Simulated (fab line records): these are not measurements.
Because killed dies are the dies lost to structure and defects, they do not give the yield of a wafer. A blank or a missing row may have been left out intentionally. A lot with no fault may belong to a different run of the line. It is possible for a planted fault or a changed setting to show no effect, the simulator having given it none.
Matching of chambers | flow n5_finfet | 4 sister chambers for N5_STI_FIN_REVEAL_ALD_00 on ald_sin-03
The step deposits SiO2, target thk 1 nm, pulse time 1 s. 8 wafers are shown with their chamber, then 7 later ones without.

WAFERS PAIRED WITH THEIR CHAMBERS
wafer  | chamber | heater_power_w (W) | susceptor_temp_C (C)
L077.1 | 0       | 522                | 300.08
L087.1 | 1       | 414                | 299.87
L087.5 | 3       | 464                | 300.08
L088.2 | 2       | 483                | 300.08
L088.3 | 3       | 461                | 300.20
L088.5 | 0       | 514                | 300.25
L089.1 | 1       | 432                | 299.87
L089.3 | 2       | 483                | 300.11

WAFERS WITHOUT THEIR CHAMBER
wafer  | heater_power_w (W) | susceptor_temp_C (C)
L089.4 | 524                | 300.19
L091.1 | 460                | 299.52
L091.2 | 534                | 300.44
L091.4 | 490                | 299.86
L095.1 | 497                | 300.35
L095.3 | 457                | 300.05
L095.5 | 480                | 300.23

THE CHAMBER EACH PASSED THROUGH
wafer  | from the rows above          | in truth
L089.4 | 0                            | 0
L091.1 | can't be placed: 1 or 3 or 2 | 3
L091.2 | 0                            | 0
L091.4 | 2                            | 2
L095.1 | can't be placed: 0 or 2 or 3 | 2
L095.3 | 3                            | 3
L095.5 | can't be placed: 2 or 3      | 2
Correctly placed: 4 of 7. Not placeable from these rows: 3 (in 3, the candidates include the true chamber). 0 placed wrongly.
How it was worked out, from the rows above alone: a wafer's distance from a chamber is the root of the sum, over the readings, of the square of ((its reading less the chamber's mean) divided by the reading's scatter). The wafer belongs to the nearest chamber; if the next one is less than 2 further off, it can't be placed. Each chamber's mean is taken over the wafers shown for it. The scatter is the square root of a quotient: the sum, over the shown wafers, of each reading's squared deviation from its chamber's mean, divided by wafers minus chambers.
